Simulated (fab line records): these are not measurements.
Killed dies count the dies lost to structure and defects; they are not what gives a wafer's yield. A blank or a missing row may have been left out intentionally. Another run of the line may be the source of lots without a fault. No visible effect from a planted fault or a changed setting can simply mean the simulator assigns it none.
Matching of chambers ; flow nand harc ; rie diel-07 running NHARC_A_CHANNEL_HOLE_D1_ETCH_38: 4 sister chambers
The step etches the open film in CF4, target depth 39 nm, time 65 s. 4 wafers are shown with their chamber, then 9 later ones without.

## WAFERS PAIRED WITH THEIR CHAMBERS
wafer;chamber;drypump motor current A (A)
L960.3;3;6.5
L959.1;2;5.5
L959.3;0;6.0
L959.5;1;5.3

## WAFERS WHOSE CHAMBER IS MISSING
wafer;drypump motor current A (A)
L963.4;6.5
L963.5;6.4
L963.6;5.9
L964.1;5.5
L964.3;5.3
L964.6;6.0
L965.3;5.6
L965.4;6.0
L965.5;5.3

## THE CHAMBER EACH PASSED THROUGH
wafer;from the rows above;in truth
L963.4;3;3
L963.5;3;3
L963.6;0;0
L964.1;2;2
L964.3;1;1
L964.6;0;0
L965.3;2;2
L965.4;0;0
L965.5;1;1
Placed correctly: 9 of 9. Left unplaced by these rows: 0. Placed wrongly: 0.
How it was worked out, from the rows above alone: a wafer's distance from a chamber is the root of the sum, over the readings, of the square of ((its reading less the chamber's mean) divided by the reading's scatter). If the next closest chamber is less than 2 further off than the closest, the wafer can't be placed; otherwise it belongs to the closest. The mean given for a chamber averages the wafers shown for that chamber. The scatter (one wafer shown for each chamber): square how far every hidden wafer sits from the nearest shown wafer, average those squares and take the square root.
